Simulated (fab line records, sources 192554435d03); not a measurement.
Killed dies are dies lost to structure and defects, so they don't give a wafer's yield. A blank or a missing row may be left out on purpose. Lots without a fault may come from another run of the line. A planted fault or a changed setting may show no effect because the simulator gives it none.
fab line records | flow n5_finfet
record lots=11 wafers=32 last_day=17
route steps=1938 shown BEOL_M7@1266
lots that met no fault: from a run of the same line without faults
start_h: hours from the record's first day to the start of the lot's first wafer shown | wait_h: hours since the lot's step before | " the same as in the row above | L1.1+2: a row that stands for several wafers | - no value, or no start given | * or withheld: withheld | < > ~ a bound
route shown NAME@n: a module of which the file shows steps, and the number in the route of the first | usual: mean/standard deviation of fault-free wafers | same: alike in all rows | chamber/n: place in a boat | sites: the reading at each site | _std_site: their standard deviation | _edge_site: outer sites' mean less inner sites' | radius_mm: how far each site lies from the wafer's centre | mask NAME#n: copy n | behind: the tool/chamber that last shaped the wafer | hold: why the lot was held/for how many hours/how that ended | device: the transistor (n, p or np) that didn't switch | end of line: the same wafers' tests at the end of the route | a step without rows: its recipe alone | killed: dies lost to structure and defects at the first sort, not the wafer's yield | map: a wafer's dies, x killed, . not, _ none there
set.NAME: the setting as run; set.NAME@STEP: as run at that earlier step | model.NAME: the simulator's own value behind a step, which no gauge read
steps of the route over a sample of lots; a table a step, a row a wafer
services: from which hour (start_h, from the record's first day; less than 0 if before it) a tool's chamber was out of use, for how many hours, and why
## steps
# step N5_BEOL_M7_PECVD_70
# recipe material=SiO2 target_thk_a=200 temp_c=400 precursor=TEOS/O2 pressure_torr=5.5 rf_w=450 teos_flow_sccm=53.8 gas=O2 flow_sccm=3000 time_s=22.7
# usual heater_power_w=700/89 showerhead_plenum_p_Torr=8.80/0.047 throttle_valve_pct=22.5/0.96
# columns lot.wafer tool chamber start_h wait_h heater_power_w showerhead_plenum_p_Torr throttle_valve_pct
L441.1 pecvd-03 2 188.68 0.0 556 8.75 20.7
L441.4 " 2 " " 556 8.75 20.9
L441.6 " 1 " " 815 8.89 23.2
L444.2 pecvd-02 2 220.02 0.0 630 8.82 21.7
L444.4 " 1 " " 704 8.76 22.7
L444.6 " 2 " " 643 8.81 21.7
L443.1 pecvd-02 0 222.58 0.0 853 8.78 24.2
L443.2 " 1 " " 699 8.81 22.3
L443.5 " 0 " " 866 8.81 24.0
L447.1 pecvd-01 2 227.12 0.0 657 8.83 22.8
L447.2 " 0 " " 608 8.74 21.5
L447.5 " 2 " " 674 8.85 22.8
L448.2 pecvd-01 0 239.74 0.0 665 8.72 21.8
L448.3 " 1 " " 851 8.82 22.7
L448.4 " 0 " " 651 8.74 21.8
L449.1 pecvd-01 1 240.99 0.0 756 8.83 22.7
L449.2 " 0 " " 626 8.77 21.8
L449.3 " 1 " " 749 8.80 22.6
L450.1 pecvd-01 0 253.01 0.0 608 8.76 21.8
L450.2 " 0 " " 636 8.72 21.7
L450.3 " 0 " " 615 8.72 21.8
L455.1 pecvd-01 1 288.65 0.0 783 8.82 22.7
L455.3 " 0 " " 571 8.72 21.8
L457.1 pecvd-02 2 288.88 0.0 676 8.81 22.1
L457.2 " 0 " " 862 8.79 24.0
L457.4 " 1 " " 665 8.78 22.5
L460.1 pecvd-02 0 309.29 0.0 835 8.82 24.0
L460.2 " 1 " " 710 8.79 22.8
L460.6 " 1 " " 705 8.79 22.6
L462.1 pecvd-02 0 330.28 0.0 839 8.76 24.1
L462.2 " 1 " " 736 8.79 22.9
L462.5 " 2 " " 722 8.81 21.9
# step N5_BEOL_M7_DESCUM_33
# recipe chemistry=O2 time_s=7 source_power_w=50 bias_power_w=20 pressure_mtorr=20 rf_frequency_hz=2.712e+07 temp_c=40 resist=CAR-EUV o2_flow_sccm=225
# usual drypump_motor_current_A=5.4/0.44 o2_flow_sccm=225.0/0.68 oes_product_au=0.81/0.1 rf_vpp_V=243.3/1.5 showerhead_plenum_p_Torr=2.10/0.072 throttle_valve_pct=20.33/0.3
# columns lot.wafer tool chamber start_h wait_h drypump_motor_current_A o2_flow_sccm oes_product_au rf_hours_counter_h rf_vpp_V showerhead_plenum_p_Torr throttle_valve_pct
L441.1 rie_diel-02 2 190.68 0.0 5.1 224.1 0.72 209 243.1 2.08 20.32
L441.4 " 3 " " 5.0 226.2 0.86 - 243.3 2.03 20.37
L441.6 " 1 " " 5.6 225.4 0.75 - 243.3 2.17 20.54
L444.2 rie_diel-01 3 222.86 0.1 5.7 224.5 0.70 206 244.7 2.15 20.32
L444.4 " 0 " " 5.3 224.9 0.82 90 244.1 2.21 20.46
L444.6 " 3 " " 5.7 224.1 0.70 - 244.4 2.15 20.32
L443.1 rie_diel-04 2 224.92 0.3 4.7 224.6 0.88 38 244.5 2.21 20.16
L443.2 " 3 " " 5.9 224.9 0.69 229 240.8 1.99 20.86
L443.5 " 3 " " 5.9 224.4 0.68 - 241.8 1.99 20.85
L447.1 rie_diel-01 2 231.22 0.0 5.4 225.6 0.70 193 243.0 2.08 20.57
L447.2 " 1 " " 6.0 226.2 0.95 15 240.2 2.05 19.88
L447.5 " 0 " " 5.3 225.3 0.81 - 244.1 2.21 20.45
L448.2 rie_diel-01 0 242.66 0.3 5.3 225.0 0.81 97 245.4 2.21 20.46
L448.3 " 3 " " 5.7 225.6 0.69 213 243.9 2.15 20.34
L448.4 " 1 " " 5.9 225.5 0.94 19 243.2 2.05 19.87
L449.1 rie_diel-04 0 243.31 0.0 5.4 224.9 0.89 36 242.5 2.05 20.29
L449.2 " 2 " " 4.7 225.1 0.86 44 245.3 2.21 20.18
L449.3 " 1 " " 5.1 224.4 0.95 14 244.5 2.12 19.94
L450.1 rie_diel-01 3 257.27 0.3 5.7 223.6 0.68 218 244.4 2.14 20.35
L450.2 " 2 " " 5.4 224.3 0.69 202 243.6 2.08 20.58
L450.3 " 0 " " 5.3 225.1 0.80 102 244.2 2.21 20.46
L457.1 rie_diel-02 2 293.32 0.1 5.1 225.6 0.70 244 243.0 2.06 20.37
L457.2 " 1 " " 5.6 225.8 0.73 193 243.9 2.16 20.60
L457.4 " 0 " " 6.5 223.5 0.89 25 243.5 2.12 19.79
L455.1 rie_diel-04 3 293.70 0.3 5.9 224.8 0.68 249 241.8 1.98 20.88
L455.3 " 0 " " 5.4 224.9 0.88 49 241.6 2.05 20.31
L460.1 rie_diel-02 3 313.06 0.2 4.9 225.0 0.82 85 243.2 2.02 20.43
L460.2 " 0 " " 6.5 224.6 0.89 31 243.3 2.12 19.81
L460.6 " 1 " " 5.6 224.6 0.71 - 244.5 2.16 20.61
L462.1 rie_diel-04 3 333.69 0.0 5.9 224.7 0.97 6 245.6 2.24 20.57
L462.2 " 2 " " 4.7 225.3 0.84 72 245.4 2.20 20.21
L462.5 " 3 " " 5.9 224.8 0.97 - 246.0 2.24 20.58
# step N5_BEOL_M7_CURE_75
# recipe temp_c=370 time_s=120 ambient=DMADMS/He material=SiCOH_lowk
# usual lamp_power_pct=52.31/0.064 wafer_temp_C_max=372.0/0.72
# columns lot.wafer tool chamber start_h wait_h lamp_power_pct wafer_temp_C_max
L441.1 uv_cure-01 1 191.31 0.0 52.24 374.2
L441.4 " 1 " " 52.33 372.9
L441.6 " 1 " " 52.39 372.6
L444.2 uv_cure-03 2 223.68 0.2 52.28 371.4
L444.4 " 2 " " 52.47 371.5
L444.6 " 2 " " 52.29 371.7
L443.1 uv_cure-01 0 225.54 0.0 52.27 371.5
L443.2 " 0 " " 52.34 371.1
L443.5 " 0 " " 52.36 371.3
L447.1 uv_cure-02 2 231.84 0.0 52.36 371.7
L447.2 " 2 " " 52.44 371.7
L447.5 " 2 " " 52.38 371.3
L448.2 uv_cure-01 2 243.39 0.1 52.37 372.1
L448.3 " 2 " " 52.36 372.2
L448.4 " 2 " " 52.22 371.9
L449.1 uv_cure-03 1 244.01 0.1 52.42 372.7
L449.2 " 1 " " 52.31 372.4
L449.3 " 1 " " 52.32 372.6
L450.1 uv_cure-02 1 258.42 0.0 52.24 372.6
L450.2 " 1 " " 52.31 372.5
L450.3 " 1 " " 52.41 372.4
L457.1 uv_cure-01 0 293.95 0.0 52.20 371.0
L457.2 " 0 " " 52.29 371.5
L457.4 " 0 " " 52.27 371.3
L455.1 uv_cure-01 1 294.33 0.0 52.32 372.7
L455.3 " 1 " " 52.42 373.1
L460.1 uv_cure-01 2 313.69 0.0 52.26 371.2
L460.2 " 2 " " 52.32 371.3
L460.6 " 2 " " 52.31 371.1
L462.1 uv_cure-02 0 334.31 0.0 52.24 371.2
L462.2 " 0 " " 52.26 371.6
L462.5 " 0 " " 52.20 372.6
# step N5_BEOL_M7_DEGAS_44
# recipe ambient=vacuum temp_c=250 time_s=60
# usual heater_power_w=355/49
# columns lot.wafer tool chamber start_h wait_h heater_power_w
L441.1 pvd_sputter-02 - 191.98 0.6 455
L441.4 " - " " 363
L441.6 " - " " 309
L444.2 pvd_sputter-03 - 224.06 0.3 302
L444.4 " - " " 376
L444.6 " - " " 273
L443.1 pvd_sputter-03 - 226.90 1.3 384
L443.2 " - " " 381
L443.5 " - " " 384
L447.1 pvd_sputter-01 - 232.20 0.3 419
L447.2 " - " " 351
L447.5 " - " " 358
L448.2 pvd_sputter-01 - 244.05 0.6 432
L448.3 " - " " 417
L448.4 " - " " 354
L449.1 pvd_sputter-03 - 246.30 2.2 278
L449.2 " - " " 381
L449.3 " - " " 311
L450.1 pvd_sputter-03 - 258.89 0.4 309
L450.2 " - " " 276
L450.3 " - " " 386
L457.1 pvd_sputter-02 - 294.70 0.7 464
L457.2 " - " " 357
L457.4 " - " " 316
L455.1 pvd_sputter-02 - 295.06 0.7 364
L455.3 " - " " 312
L460.1 pvd_sputter-02 - 314.01 0.3 461
L460.2 " - " " 308
L460.6 " - " " 355
L462.1 pvd_sputter-01 - 334.67 0.3 340
L462.2 " - " " 407
L462.5 " - " " 339
# step N5_BEOL_M7_CMP_52
# recipe stop_on=SiCOH_lowk t_overpolish_s=6.9 down_force_psi=1 platen_rpm=50 clearing_platen_down_force_psi=1.5 clearing_platen_rpm=50 post_cmp_clean=cu_alkaline target_thk_nm=80 clearing_platen_pad_velocity_m_s=0.99484 pad_velocity_m_s=0.99484
# usual barrier_field_endpoint_s=28.8/0.75 motor_current_A=6.1/0.63
# columns lot.wafer tool chamber start_h wait_h barrier_field_endpoint_s motor_current_A
L441.4 cmp-01 0 193.48 0.2 28.2 5.9
L441.1 " 1 " " 29.6 5.7
L441.6 " 3 " " 28.8 7.4
L444.2 cmp-02 2 225.98 0.3 28.8 5.4
L444.4 " 3 " " 28.1 5.7
L444.6 " 1 " " 28.9 6.1
L443.2 cmp-01 3 228.23 0.2 27.9 7.3
L443.1 " 1 " " 29.7 5.8
L443.5 " 3 " " 29.3 7.2
L447.2 cmp-02 3 233.64 0.3 29.8 5.4
L447.1 " 0 " " 28.5 6.4
L447.5 " 1 " " 30.2 6.5
L448.2 cmp-02 3 246.62 0.2 28.4 5.7
L448.3 " 1 " " 30.5 6.2
L448.4 " 2 " " 29.4 5.7
L449.1 cmp-04 1 247.47 0.3 37.9 6.1
L449.2 " 2 " " 38.1 5.4
L449.3 " 0 " " 28.9 5.9
L450.2 cmp-04 2 261.03 0.2 39.4 5.7
L450.3 " 0 " " 28.6 6.1
L450.1 " 1 " " 38.4 6.1
L457.1 cmp-04 0 295.93 0.3 29.6 6.2
L457.4 " 1 " " 29.5 5.5
L457.2 " 3 " " 29.6 7.2
L455.1 cmp-02 0 296.67 0.4 37.1 6.3
L455.3 " 1 " " 29.5 6.5
L460.1 cmp-02 2 315.81 0.3 27.9 5.5
L460.2 " 3 " " 28.0 5.8
L460.6 " 1 " " 28.4 6.3
L462.1 cmp-01 2 336.67 0.3 26.4 5.4
L462.2 " 0 " " 28.2 6.0
L462.5 " 1 " " 29.6 6.3
## services
# columns tool chamber start_h hours kind
pecvd-01 1 167.18 4.5 repair
rie_diel-01 1 187.31 5.4 repair
cmp-01 - 189.59 0.3 repair
cmp-01 - 193.67 4.0 pm
cmp-04 - 206.70 4.0 pm
cmp-02 - 208.01 1.8 repair
uv_cure-02 - 211.26 0.3 repair
cmp-04 - 217.95 6.5 repair
cmp-01 - 218.47 1.5 repair
pecvd-01 - 219.34 6.0 pm
rie_diel-02 0 227.10 2.8 repair
pecvd-01 2 234.42 2.5 repair
uv_cure-01 - 236.00 1.0 pm
cmp-01 - 241.90 1.7 repair
uv_cure-01 - 249.12 2.1 pm
cmp-01 - 256.66 12.8 pm
rie_diel-02 1 264.14 12.0 repair
pvd_sputter-01 - 290.79 0.8 repair
pvd_sputter-01 - 294.87 7.9 repair
pecvd-02 - 303.54 3.5 repair
cmp-04 - 308.37 1.9 repair
pecvd-01 0 316.01 5.0 repair
pvd_sputter-02 - 330.33 4.9 repair
cmp-02 - 335.58 3.4 repair
## key
first_sign step=N5_BEOL_M7_CMP_52 reading=barrier_field_endpoint_s direction=up sigmas=12 usual=28.8 struck=38.2
effect none on later readings
met_at N5_BEOL_M7_PECVD_70
struck_lots L449,L450,L455
struck_wafers L449.1,L449.2,L450.1,L450.2,L455.1
not_acting_at N5_BEOL_M7_DESCUM_33,N5_BEOL_M7_CURE_75,N5_BEOL_M7_DEGAS_44
onset_between 239.74 240.99
fault kind=process_parameter_drift tool=pecvd-01 chamber=- onset_h=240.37 steps=N5_BEOL_M7_PECVD_70 channel=time_s offset=* shape=step end_h=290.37 scope=struck_wafers_only acts_in=* stated=*
